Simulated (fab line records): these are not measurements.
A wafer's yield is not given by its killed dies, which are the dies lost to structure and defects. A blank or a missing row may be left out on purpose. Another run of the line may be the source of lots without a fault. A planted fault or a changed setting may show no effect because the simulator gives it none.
Matching of chambers + flow n5_finfet + 4 sister chambers for N5_FIN_CUT_CUT_ETCH_15 on rie_si-05
The step etches Si in HBr/Cl2/O2, target depth 100 nm, bt time 10 s, time 42.4 s. 8 wafers are shown with their chamber, then 9 later ones without.

== EACH WAFER AND ITS CHAMBER ==
| wafer  | chamber | drypump_motor_current_A (A) | throttle_valve_pct (%) |
|--------|---------|-----------------------------|------------------------|
| L079.3 | 0       | 5.6                         | 37.21                  |
| L082.6 | 2       | 6.5                         | 37.70                  |
| L083.1 | 1       | 5.8                         | 37.35                  |
| L083.3 | 0       | 5.6                         | 37.23                  |
| L083.4 | 3       | 6.2                         | 37.13                  |
| L085.1 | 1       | 5.7                         | 37.34                  |
| L085.3 | 3       | 6.2                         | 37.13                  |
| L085.6 | 2       | 6.5                         | 37.71                  |

== WAFERS WITH NO CHAMBER GIVEN ==
| wafer  | drypump_motor_current_A (A) | throttle_valve_pct (%) |
|--------|-----------------------------|------------------------|
| L086.3 | 6.2                         | 37.13                  |
| L086.4 | 6.5                         | 37.71                  |
| L086.5 | 6.2                         | 37.13                  |
| L090.2 | 6.5                         | 37.72                  |
| L090.4 | 5.6                         | 37.22                  |
| L090.6 | 6.5                         | 37.70                  |
| L093.2 | 5.7                         | 37.35                  |
| L093.4 | 6.5                         | 37.70                  |
| L093.5 | 5.8                         | 37.33                  |

== WHICH CHAMBER EACH WENT THROUGH ==
| wafer  | from the rows above | in truth |
|--------|---------------------|----------|
| L086.3 | 3                   | 3        |
| L086.4 | 2                   | 2        |
| L086.5 | 3                   | 3        |
| L090.2 | 2                   | 2        |
| L090.4 | 0                   | 0        |
| L090.6 | 2                   | 2        |
| L093.2 | 1                   | 1        |
| L093.4 | 2                   | 2        |
| L093.5 | 1                   | 1        |
Correctly placed: 9 of 9. Left unplaced by these rows: 0. Wrongly placed: 0.
How it was worked out, from the rows above alone: a wafer's distance from a chamber is the root of the sum, over the readings, of the square of ((its reading less the chamber's mean) divided by the reading's scatter). The wafer belongs to the nearest chamber; if the next one is less than 2 further off, it can't be placed. For every chamber, the mean is computed from those of its wafers that are shown. How the scatter is found: for the shown wafers, subtract from each reading the mean of its chamber, square and add these, divide the total by (wafers less chambers), then take the root.
